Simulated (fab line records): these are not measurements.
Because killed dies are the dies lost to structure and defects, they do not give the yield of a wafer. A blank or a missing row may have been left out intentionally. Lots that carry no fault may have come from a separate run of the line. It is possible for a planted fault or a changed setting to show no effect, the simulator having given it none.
Chamber matching -- flow nand harc -- rie diel-07 running NHARC_A_STAIRCASE_TRIM_196: 4 sister chambers
The step chemistry O2, time 211.2 s. 4 wafers are shown with their chamber, then 11 later ones without.

== EACH WAFER AND ITS CHAMBER ==
wafer,chamber,drypump motor current A (A)
L088.5,2,5.6
L089.1,1,6.0
L089.5,0,5.1
L089.2,3,5.9

== WAFERS WITHOUT THEIR CHAMBER ==
wafer,drypump motor current A (A)
L089.4,5.6
L089.6,6.0
L091.1,5.9
L091.2,6.0
L091.4,5.6
L092.1,5.9
L092.3,5.7
L092.5,5.1
L093.4,5.7
L093.5,5.9
L093.6,5.1

== WHICH CHAMBER EACH WENT THROUGH ==
wafer,from the rows above,in truth
L089.4,2,2
L089.6,1,1
L091.1,3,3
L091.2,1,1
L091.4,2,2
L092.1,3,3
L092.3,2,2
L092.5,0,0
L093.4,2,2
L093.5,3,3
L093.6,0,0
Placed correctly: 11 of 11. Left unplaced by these rows: 0. Wrongly placed: 0.
How it was worked out, from the rows above alone: a wafer's distance from a chamber is the root of the sum, over the readings, of the square of ((its reading less the chamber's mean) divided by the reading's scatter). If the next closest chamber is less than 2 further off than the closest, the wafer can't be placed; otherwise it belongs to the closest. The mean given for a chamber averages the wafers shown for that chamber. The scatter: root of mean squared gap, hidden wafer to nearest shown wafer, with one shown wafer a chamber.
